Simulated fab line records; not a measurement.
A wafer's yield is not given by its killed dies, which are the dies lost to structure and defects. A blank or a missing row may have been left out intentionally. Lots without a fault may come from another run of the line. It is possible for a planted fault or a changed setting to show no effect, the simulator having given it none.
Matching of chambers :: flow n5-finfet :: 4 sister chambers for N5_SDB_ETCH_18 on rie-diel-01
The step etches SOC in N2/H2, target depth 100 nm, overetch 20 nm, time 150 s. 8 wafers are shown with their chamber, then 12 later ones without.

## WAFERS PAIRED WITH THEIR CHAMBERS
wafer: L081.2
chamber: 1
drypump-motor-current-A (A): 5.3
throttle-valve-pct (%): 17.90

wafer: L082.5
chamber: 2
drypump-motor-current-A (A): 5.9
throttle-valve-pct (%): 17.49

wafer: L082.6
chamber: 3
drypump-motor-current-A (A): 5.3
throttle-valve-pct (%): 17.46

wafer: L084.3
chamber: 1
drypump-motor-current-A (A): 5.3
throttle-valve-pct (%): 17.88

wafer: L084.6
chamber: 3
drypump-motor-current-A (A): 5.2
throttle-valve-pct (%): 17.48

wafer: L085.3
chamber: 2
drypump-motor-current-A (A): 5.9
throttle-valve-pct (%): 17.50

wafer: L085.4
chamber: 0
drypump-motor-current-A (A): 5.9
throttle-valve-pct (%): 17.23

wafer: L085.6
chamber: 0
drypump-motor-current-A (A): 5.9
throttle-valve-pct (%): 17.24

## WAFERS WITH NO CHAMBER GIVEN
wafer: L087.1
drypump-motor-current-A (A): 5.3
throttle-valve-pct (%): 17.48

wafer: L087.2
drypump-motor-current-A (A): 5.3
throttle-valve-pct (%): 17.91

wafer: L087.5
drypump-motor-current-A (A): 5.3
throttle-valve-pct (%): 17.90

wafer: L088.1
drypump-motor-current-A (A): 5.3
throttle-valve-pct (%): 17.49

wafer: L088.3
drypump-motor-current-A (A): 6.0
throttle-valve-pct (%): 17.51

wafer: L088.6
drypump-motor-current-A (A): 5.9
throttle-valve-pct (%): 17.25

wafer: L089.2
drypump-motor-current-A (A): 5.3
throttle-valve-pct (%): 17.91

wafer: L089.3
drypump-motor-current-A (A): 5.9
throttle-valve-pct (%): 17.26

wafer: L089.5
drypump-motor-current-A (A): 5.9
throttle-valve-pct (%): 17.53

wafer: L096.1
drypump-motor-current-A (A): 5.9
throttle-valve-pct (%): 17.29

wafer: L096.2
drypump-motor-current-A (A): 5.9
throttle-valve-pct (%): 17.55

wafer: L096.4
drypump-motor-current-A (A): 5.9
throttle-valve-pct (%): 17.55

## CHAMBER TAKEN BY EACH
wafer: L087.1
from the rows above: 3
in truth: 3

wafer: L087.2
from the rows above: 1
in truth: 1

wafer: L087.5
from the rows above: 1
in truth: 1

wafer: L088.1
from the rows above: 3
in truth: 3

wafer: L088.3
from the rows above: 2
in truth: 2

wafer: L088.6
from the rows above: 0
in truth: 0

wafer: L089.2
from the rows above: 1
in truth: 1

wafer: L089.3
from the rows above: 0
in truth: 0

wafer: L089.5
from the rows above: 2
in truth: 2

wafer: L096.1
from the rows above: 0
in truth: 0

wafer: L096.2
from the rows above: 2
in truth: 2

wafer: L096.4
from the rows above: 2
in truth: 2
12 of 12 placed correctly. Can't be placed from these rows: 0. 0 placed wrongly.
How it was worked out, from the rows above alone: a wafer's distance from a chamber is the root of the sum, over the readings, of the square of ((its reading less the chamber's mean) divided by the reading's scatter). If the next closest chamber is less than 2 further off than the closest, the wafer can't be placed; otherwise it belongs to the closest. Each chamber's mean is taken over the wafers shown for it. The scatter is the square root of a quotient: the sum, over the shown wafers, of each reading's squared deviation from its chamber's mean, divided by wafers minus chambers.
